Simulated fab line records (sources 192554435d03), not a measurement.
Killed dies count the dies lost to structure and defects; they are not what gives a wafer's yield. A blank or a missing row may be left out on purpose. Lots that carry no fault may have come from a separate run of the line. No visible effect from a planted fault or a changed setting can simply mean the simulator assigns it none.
Chamber matching + flow n5-finfet + 4 sister chambers for N5_SDB_CMP_30 on cmp-03
The step polishes, stops on poly-Si, t overpolish 1.54 s, target thk 30 nm. 8 wafers are shown with their chamber, then 11 later ones without.

## EACH WAFER AND ITS CHAMBER
| wafer  | chamber | time-to-endpoint-s (s) | slurry-filter-dp-kPa (kPa) |
|--------|---------|------------------------|----------------------------|
| L085.6 | 1       | 19.0                   | 13.47                      |
| L088.2 | 3       | 19.3                   | 13.58                      |
| L088.4 | 2       | 20.2                   | 13.50                      |
| L088.6 | 0       | 16.4                   | 13.59                      |
| L089.1 | 2       | 15.8                   | 13.36                      |
| L089.4 | 3       | 18.2                   | 13.80                      |
| L089.6 | 1       | 17.9                   | 13.60                      |
| L090.2 | 0       | 13.1                   | 13.38                      |

## WAFERS WITH NO CHAMBER GIVEN
| wafer  | time-to-endpoint-s (s) | slurry-filter-dp-kPa (kPa) |
|--------|------------------------|----------------------------|
| L090.4 | 17.8                   | 13.61                      |
| L090.6 | 14.7                   | 13.52                      |
| L091.3 | 18.5                   | 13.75                      |
| L091.4 | 16.3                   | 13.40                      |
| L091.6 | 15.3                   | 13.49                      |
| L093.4 | 12.9                   | 13.57                      |
| L093.5 | 17.9                   | 13.59                      |
| L093.6 | 18.6                   | 13.54                      |
| L096.2 | 12.4                   | 13.21                      |
| L096.4 | 20.6                   | 13.31                      |
| L096.5 | 15.1                   | 13.31                      |

## CHAMBER TAKEN BY EACH
| wafer  | from the rows above               | in truth |
|--------|-----------------------------------|----------|
| L090.4 | can't be placed: 1 or 3 or 2 or 0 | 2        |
| L090.6 | can't be placed: 0 or 2 or 1      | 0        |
| L091.3 | can't be placed: 3 or 1           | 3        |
| L091.4 | can't be placed: 2 or 0 or 1 or 3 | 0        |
| L091.6 | can't be placed: 0 or 2 or 1      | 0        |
| L093.4 | can't be placed: 0 or 2 or 1 or 3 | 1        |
| L093.5 | can't be placed: 1 or 3 or 2 or 0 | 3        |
| L093.6 | can't be placed: 1 or 2 or 3 or 0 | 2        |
| L096.2 | can't be placed: 0 or 2 or 1      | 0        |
| L096.4 | can't be placed: 2 or 1 or 3 or 0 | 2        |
| L096.5 | can't be placed: 0 or 2 or 1      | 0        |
Placed correctly: 0 of 11. Can't be placed from these rows: 11 (the true chamber is among the candidates in 11). 0 placed wrongly.
How it was worked out, from the rows above alone: a wafer's distance from a chamber is the root of the sum, over the readings, of the square of ((its reading less the chamber's mean) divided by the reading's scatter). The wafer belongs to the nearest chamber; if the next one is less than 2 further off, it can't be placed. A chamber's mean is the mean of its shown wafers. How the scatter is found: for the shown wafers, subtract from each reading the mean of its chamber, square and add these, divide the total by (wafers less chambers), then take the root.
